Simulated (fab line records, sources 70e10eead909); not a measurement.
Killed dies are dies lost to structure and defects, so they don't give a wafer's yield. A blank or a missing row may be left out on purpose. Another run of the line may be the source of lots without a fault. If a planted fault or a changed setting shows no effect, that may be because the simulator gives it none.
Matching of chambers ; flow nandHarc ; 4 sister chambers for NHARC_P_BONDPAD_ACTIVATE_29 on rieDiel-04
The step chemistry N2, time 60 s. 14 wafers are shown with their chamber, then 7 later ones without.

## WAFERS PAIRED WITH THEIR CHAMBERS
wafer;chamber;drypumpMotorCurrentA (A);oesProductAu (a.u.);rfVppV (V)
L075.1;0;5.9;1.019;63.4
L075.2;3;4.9;1.010;64.5
L075.3;1;5.2;1.002;64.1
L075.4;1;5.1;1.006;64.0
L075.5;3;4.9;1.012;64.1
L075.6;0;5.9;1.004;64.3
L084.1;2;6.2;0.998;65.7
L084.2;3;4.9;0.980;65.0
L084.3;1;5.2;0.985;65.4
L085.3;3;4.9;0.996;63.3
L085.5;2;6.2;1.015;63.7
L085.6;3;4.9;0.980;65.0
L091.2;1;5.2;1.001;63.6
L091.3;3;4.9;1.005;62.6

SIGNATURES (averages over the wafers above)
reading;chamber 0;chamber 1;chamber 2;chamber 3;scatter within a chamber
drypumpMotorCurrentA;5.900;5.175;6.200;4.900;0.0274
oesProductAu;1.01150;0.99850;1.00650;0.99717;0.0125
rfVppV;63.850;64.275;64.700;64.083;0.943
Rule: distance of a wafer from a chamber = root of the sum over the readings of ((wafer's reading minus chamber's mean) / reading's scatter) squared. If the next closest chamber is less than 2 further off than the closest, the wafer can't be placed; otherwise it belongs to the closest. The scatter: the root of (the sum of the squares of (reading less its chamber's mean) over the shown wafers, divided by (wafers less chambers)).

## WAFERS MISSING THEIR CHAMBER
wafer;drypumpMotorCurrentA (A);oesProductAu (a.u.);rfVppV (V)
L091.4;5.9;1.010;63.3
L093.1;4.9;0.981;65.4
L093.2;5.1;0.991;65.1
L093.3;6.2;1.013;63.6
L093.4;5.9;1.002;61.6
L093.5;4.9;0.981;64.1
L093.6;6.2;0.995;63.2

## CHAMBER TAKEN BY EACH
wafer;from the rows above;in truth
L091.4;0;0
L093.1;3;3
L093.2;1;1
L093.3;2;2
L093.4;0;0
L093.5;3;3
L093.6;2;2
7 of 7 placed correctly. Not placeable from these rows: 0. Wrongly placed: 0.
